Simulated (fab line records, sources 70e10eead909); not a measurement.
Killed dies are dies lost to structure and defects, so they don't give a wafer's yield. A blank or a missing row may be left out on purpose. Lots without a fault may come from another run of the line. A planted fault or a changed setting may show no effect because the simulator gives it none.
fab line records | flow nand_harc | part 2 of 2: steps 30 to 35 of 35
record lots=5 wafers=15 last_day=32
route steps=1302 shown A_WL_FILL@967 A_CONTACT@983
lots that met no fault: from a run of the same line without faults
start_h: hours from the record's first day to the start of the lot's first wafer shown | wait_h: hours since the lot's step before | " the same as in the row above | L1.1+2: a row that stands for several wafers | - no value, or no start given | * or withheld: withheld | < > ~ a bound
route shown NAME@n: a module of which the file shows steps, and the number in the route of the first | usual: mean/standard deviation of fault-free wafers | same: alike in all rows | chamber/n: place in a boat | sites: the reading at each site | _std_site: their standard deviation | _edge_site: outer sites' mean less inner sites' | radius_mm: how far each site lies from the wafer's centre | mask NAME#n: copy n | behind: the tool/chamber that last shaped the wafer | hold: why the lot was held/for how many hours/how that ended | device: the transistor (n, p or np) that didn't switch | end of line: the same wafers' tests at the end of the route | a step without rows: its recipe alone | killed: dies lost to structure and defects at the first sort, not the wafer's yield | map: a wafer's dies, x killed, . not, _ none there
set.NAME: the setting as run; set.NAME@STEP: as run at that earlier step | model.NAME: the simulator's own value behind a step, which no gauge read
lots at some steps of the route; a table a step, a row a wafer
services: from which hour (start_h, from the record's first day; less than 0 if before it) a tool's chamber was out of use, for how many hours, and why
## steps
# step NHARC_A_CONTACT_DESCUM_47
# recipe time_s=3 o2_flow_sccm=200 ar_flow_sccm=0 bias_power_w=0 chemistry=O2
# usual drypump_motor_current_A=5.6/0.58 oes_product_au=1.002/0.011 rf_vpp_V=57.7/0.84 showerhead_plenum_p_Torr=1.93/0.068 throttle_valve_pct=11.311/0.0087
# columns lot.wafer tool chamber start_h wait_h drypump_motor_current_A oes_product_au rf_hours_counter_h rf_vpp_V showerhead_plenum_p_Torr throttle_valve_pct
L074.2 rie_diel-05 0 502.79 0.1 4.7 1.003 27 56.1 1.95 11.320
L074.6 " 3 " " 5.3 0.995 - 56.9 1.93 11.319
L074.5 " 0 " " 4.7 1.002 - 56.8 1.95 11.309
L087.3 rie_diel-05 1 620.23 0.1 5.5 0.990 6 57.0 1.80 11.323
L087.1 " 2 " " 6.2 1.003 6 58.8 2.04 11.318
L087.6 " 3 " " 5.3 1.011 - 57.6 1.92 11.313
L088.2 rie_diel-05 2 637.27 0.2 6.2 0.995 11 58.2 2.03 11.303
L088.1 " 0 " " 4.7 1.002 11 57.8 1.94 11.299
L088.6 " 3 " " 5.3 1.007 - 58.8 1.92 11.313
L090.2 rie_diel-06 1 652.25 0.1 5.1 0.992 27 57.4 1.86 11.324
L090.3 " 0 " " 6.4 1.003 25 56.1 2.00 11.318
L090.6 " 2 " " 6.2 1.016 - 57.2 1.96 11.315
L097.1 rie_diel-06 2 700.50 0.1 6.3 1.000 4 58.0 1.95 11.309
L097.2 " 3 " " 5.4 0.992 3 58.3 1.91 11.305
L097.5 " 2 " " 6.3 1.011 - 57.6 1.95 11.315
# step NHARC_A_CONTACT_ETCH_48
# recipe target_depth_a=390 over_etch_frac=0.3 time_s=65 ion_energy_ev=80 cf4_flow_sccm=150 ar_flow_sccm=0 rf_w=300 bias_w=100 chemistry=CF4
# usual drypump_motor_current_A=5.6/0.57 oes_product_au=1.003/0.011 rf_vpp_V=151.5/1.2 showerhead_plenum_p_Torr=1.78/0.059 throttle_valve_pct=13.284/0.0096
# columns lot.wafer tool chamber start_h wait_h drypump_motor_current_A oes_product_au rf_hours_counter_h rf_vpp_V showerhead_plenum_p_Torr throttle_valve_pct
L074.2 rie_diel-05 1 502.87 0.1 5.5 1.000 22 150.3 1.68 13.258
L074.6 " 0 " " 4.7 1.003 - 153.4 1.80 13.287
L074.5 " 1 " " 5.5 0.997 - 150.1 1.68 13.273
L087.3 rie_diel-05 2 620.31 0.1 6.2 0.999 6 152.6 1.87 13.280
L087.1 " 3 " " 5.3 1.024 6 151.3 1.77 13.284
L087.6 " 0 " " 4.7 0.982 - 152.3 1.79 13.283
L088.2 rie_diel-05 0 637.54 0.3 4.7 1.002 11 152.6 1.79 13.294
L088.1 " 1 " " 5.5 1.001 13 149.8 1.67 13.276
L088.6 " 0 " " 4.7 0.991 - 151.0 1.79 13.282
L090.2 rie_diel-06 1 652.36 0.1 5.1 0.997 27 149.7 1.73 13.264
L090.3 " 2 " " 6.3 1.024 25 152.0 1.81 13.294
L090.6 " 1 " " 5.1 0.992 - 150.5 1.73 13.288
L097.1 rie_diel-06 0 700.60 0.1 6.4 0.993 3 150.6 1.84 13.273
L097.2 " 1 " " 5.0 0.983 4 150.1 1.72 13.287
L097.5 " 3 " " 5.3 1.000 - 149.1 1.77 13.286
# step NHARC_A_CONTACT_ETCH_49
# recipe target_depth_a=2600 over_etch_frac=0.3 time_s=475.3 ion_energy_ev=200 n2_flow_sccm=150 h2_flow_sccm=150 ar_flow_sccm=0 rf_w=400 bias_w=150 chemistry=N2/H2
# usual drypump_motor_current_A=5.6/0.58 h2_flow_sccm=150.0/0.45 oes_product_au=1.003/0.01 rf_vpp_V=431.1/2.2 showerhead_plenum_p_Torr=2.06/0.074 throttle_valve_pct=14.171/0.009
# columns lot.wafer tool chamber start_h wait_h drypump_motor_current_A h2_flow_sccm oes_product_au rf_hours_counter_h rf_vpp_V showerhead_plenum_p_Torr throttle_valve_pct
L074.2 rie_diel-05 3 - - 5.3 150.4 0.996 26 429.6 2.06 14.162
L074.5 " 2 " " 6.2 150.5 0.989 - 434.5 2.19 14.173
L074.6 " 3 " " 5.3 149.8 0.983 - 433.1 2.06 14.176
L087.3 rie_diel-05 1 - - 5.5 149.7 0.996 6 426.8 1.92 14.173
L087.1 " 2 " " 6.2 150.2 1.004 6 434.3 2.17 14.179
L087.6 " 1 " " 5.5 150.2 0.983 - 427.0 1.92 14.164
L088.2 rie_diel-05 3 - - 5.3 149.5 1.014 10 430.1 2.05 14.180
L088.1 " 1 " " 5.5 150.2 0.998 13 427.1 1.92 14.184
L088.6 " 0 " " 4.7 150.5 0.997 - 431.4 2.07 14.170
L090.3 rie_diel-06 2 - - 6.3 149.7 1.004 25 432.8 2.09 14.180
L090.2 " 0 " " 6.4 149.4 0.996 25 433.1 2.13 14.169
L090.6 " 2 " " 6.3 150.2 1.025 - 431.4 2.09 14.193
L097.2 rie_diel-06 1 - - 5.1 150.6 0.991 4 428.6 1.98 14.160
L097.1 " 0 " " 6.4 149.5 1.003 3 432.6 2.13 14.179
L097.5 " 1 " " 5.1 150.3 0.995 - 428.3 1.98 14.171
# step NHARC_A_CONTACT_ETCH_50
# recipe target_depth_a=1210 time_s=60.5 cf4_flow_sccm=100 chf3_flow_sccm=30 ar_flow_sccm=0 rf_w=500 bias_w=200 chemistry=CF4/CHF3
# usual drypump_motor_current_A=5.6/0.58 oes_product_au=0.949/0.024 rf_vpp_V=371.2/1.9 showerhead_plenum_p_Torr=1.59/0.052 throttle_valve_pct=16.802/0.0089
# columns lot.wafer tool chamber start_h wait_h drypump_motor_current_A oes_product_au rf_hours_counter_h rf_vpp_V showerhead_plenum_p_Torr throttle_valve_pct
L074.2 rie_diel-05 0 - - 4.7 0.964 28 371.2 1.60 16.802
L074.5 " 2 " " 6.2 0.969 - 375.2 1.68 16.804
L074.6 " 3 " " 5.3 0.956 - 370.5 1.59 16.806
L087.3 rie_diel-05 3 - - 5.3 0.948 6 371.1 1.58 16.798
L087.1 " 1 " " 5.5 0.931 6 367.6 1.49 16.808
L087.6 " 2 " " 6.2 0.925 - 373.1 1.67 16.807
L088.2 rie_diel-05 1 - - 5.5 0.951 13 366.6 1.48 16.788
L088.1 " 2 " " 6.2 0.936 12 374.5 1.67 16.809
L088.6 " 2 " " 6.2 0.937 - 373.3 1.67 16.796
L090.2 rie_diel-06 0 - - 6.4 0.966 25 372.1 1.64 16.785
L090.3 " 2 " " 6.3 0.950 25 373.0 1.61 16.796
L090.6 " 3 " " 5.3 0.955 - 371.3 1.57 16.815
L097.2 rie_diel-06 0 - - 6.4 0.960 3 373.9 1.64 16.787
L097.1 " 2 " " 6.3 0.962 4 371.6 1.61 16.794
L097.5 " 0 " " 6.4 0.969 - 370.9 1.64 16.810
# step NHARC_A_CONTACT_ETCH_51
# recipe target_depth_a=70000 over_etch_frac=0.3 time_s=1820 ion_energy_ev=150 o2_flow_sccm=400 cos_flow_sccm=20 ar_flow_sccm=0 rf_w=500 bias_w=300 chemistry=O2/COS
# usual drypump_motor_current_A=5.6/0.58 oes_product_au=1.001/0.011 rf_vpp_V=314.5/1.6 showerhead_plenum_p_Torr=3.15/0.11 throttle_valve_pct=28.330/0.009
# columns lot.wafer tool chamber start_h wait_h drypump_motor_current_A oes_product_au rf_hours_counter_h rf_vpp_V showerhead_plenum_p_Torr throttle_valve_pct
L074.2 rie_diel-05 2 - - 6.2 0.982 31 316.4 3.33 28.332
L074.6 " 0 " " 4.7 0.999 - 315.6 3.18 28.334
L074.5 " 1 " " 5.5 1.001 - 312.3 2.96 28.349
L087.1 rie_diel-05 0 - - 4.7 1.007 5 314.4 3.16 28.328
L087.3 " 1 " " 5.5 1.013 7 312.5 2.95 28.340
L087.6 " 0 " " 4.6 1.008 - 314.3 3.16 28.326
L088.2 rie_diel-05 1 - - 5.5 1.000 14 311.3 2.95 28.338
L088.1 " 2 " " 6.2 0.992 12 316.4 3.31 28.328
L088.6 " 0 " " 4.7 0.997 - 314.1 3.16 28.331
L090.2 rie_diel-06 2 - - 6.3 1.007 25 316.9 3.19 28.308
L090.3 " 3 " " 5.4 1.009 26 315.1 3.12 28.337
L090.6 " 2 " " 6.3 1.013 - 315.1 3.19 28.320
L097.2 rie_diel-06 2 - - 6.3 1.008 5 315.1 3.19 28.340
L097.1 " 0 " " 6.4 0.991 3 317.5 3.24 28.340
L097.5 " 3 " " 5.3 0.987 - 314.3 3.12 28.329
# step NHARC_A_CONTACT_ETCH_111
# recipe source_w=withheld pressure_mtorr=20 bias_v=withheld time_s=140 target_depth_a=7000 ar_flow_sccm=withheld c4f8_flow_sccm=withheld o2_flow_sccm=withheld chemistry=C4F8/O2/Ar
# columns lot.wafer tool chamber start_h wait_h rf_hours_counter_h
L074.2 har_cap_etch-02 1 507.47 - 79
L074.6 " 0 " " -
L074.5 " 1 " " -
L087.1 har_cap_etch-01 0 622.06 - 17
L087.3 " 1 " " -
L087.6 " 1 " " -
L088.1 har_cap_etch-02 0 639.67 - 103
L088.2 " 1 " " 103
L088.6 " 1 " " -
L090.2 har_cap_etch-03 1 654.24 - 71
L090.3 " 1 " " -
L090.6 " 1 " " -
L097.1 har_cap_etch-02 0 702.31 - 113
L097.2 " 1 " " 113
L097.5 " 0 " " -
## services
# columns tool chamber start_h hours kind
rie_diel-06 1 462.22 10.3 repair
rie_diel-05 - 466.57 7.1 repair
pecvd-04 - 479.32 0.7 repair
rie_diel-11 3 482.40 7.4 repair
rie_diel-06 - 484.35 9.0 pm
wet_bench-05 - 487.90 8.7 repair
litho_track-01 - 505.00 7.0 pm
cvd_w-02 1 510.73 3.3 repair
litho_track-06 - 529.00 7.0 pm
rie_diel-05 1 535.89 5.3 repair
pecvd-04 - 540.64 0.4 repair
litho_track-04 - 553.00 7.0 pm
rie_diel-05 0 553.50 2.5 repair
wet_bench-03 - 562.52 8.0 pm
rie_diel-05 - 583.75 9.0 pm
rie_diel-11 - 609.50 9.0 pm
rie_diel-05 3 611.77 3.0 repair
wet_bench-05 - 612.82 8.0 pm
wet_bench-01 - 629.60 8.0 pm
rie_diel-06 2 630.23 8.0 repair
cvd_w-02 - 631.29 13.0 pm
pecvd-04 - 631.57 13.0 pm
rie_diel-06 - 661.35 9.0 pm
litho_track-01 - 680.00 7.0 pm
